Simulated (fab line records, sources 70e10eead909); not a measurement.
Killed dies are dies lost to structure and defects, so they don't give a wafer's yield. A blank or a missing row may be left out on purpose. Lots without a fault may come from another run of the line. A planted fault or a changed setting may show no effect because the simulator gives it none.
Chamber matching | flow nand_harc | NHARC_A_SGD_CUT_ETCH_58 on rie_diel-06: 4 sister chambers
The step etches the open film in CF4, target depth 39 nm, time 65 s. 4 wafers are shown with their chamber, then 8 later ones without.

WAFERS WITH THEIR CHAMBER
wafer  | chamber | showerhead_plenum_p_Torr (Torr)
L089.1 | 3       | 1.82
L089.2 | 0       | 1.83
L089.5 | 2       | 1.84
L091.2 | 1       | 1.69

WAFERS WITHOUT THEIR CHAMBER
wafer  | showerhead_plenum_p_Torr (Torr)
L091.3 | 1.82
L091.6 | 1.68
L096.1 | 1.82
L096.2 | 1.69
L096.4 | 1.68
L097.1 | 1.83
L097.2 | 1.68
L097.4 | 1.84

WHICH CHAMBER EACH WENT THROUGH
wafer  | from the rows above          | in truth
L091.3 | can't be placed: 3 or 0      | 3
L091.6 | 1                            | 1
L096.1 | can't be placed: 3 or 0      | 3
L096.2 | 1                            | 1
L096.4 | 1                            | 1
L097.1 | can't be placed: 0 or 2 or 3 | 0
L097.2 | 1                            | 1
L097.4 | can't be placed: 2 or 0      | 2
Placed correctly: 4 of 8. Can't be placed from these rows: 4 (the true chamber is among the candidates in 4). Placed wrongly: 0.
How it was worked out, from the rows above alone: a wafer's distance from a chamber is the root of the sum, over the readings, of the square of ((its reading less the chamber's mean) divided by the reading's scatter). The wafer belongs to the nearest chamber; if the next one is less than 2 further off, it can't be placed. A chamber's mean is the mean of its shown wafers. The scatter: with one shown wafer a chamber, the root of the mean of the squares of how far each hidden wafer lies from its nearest shown one.
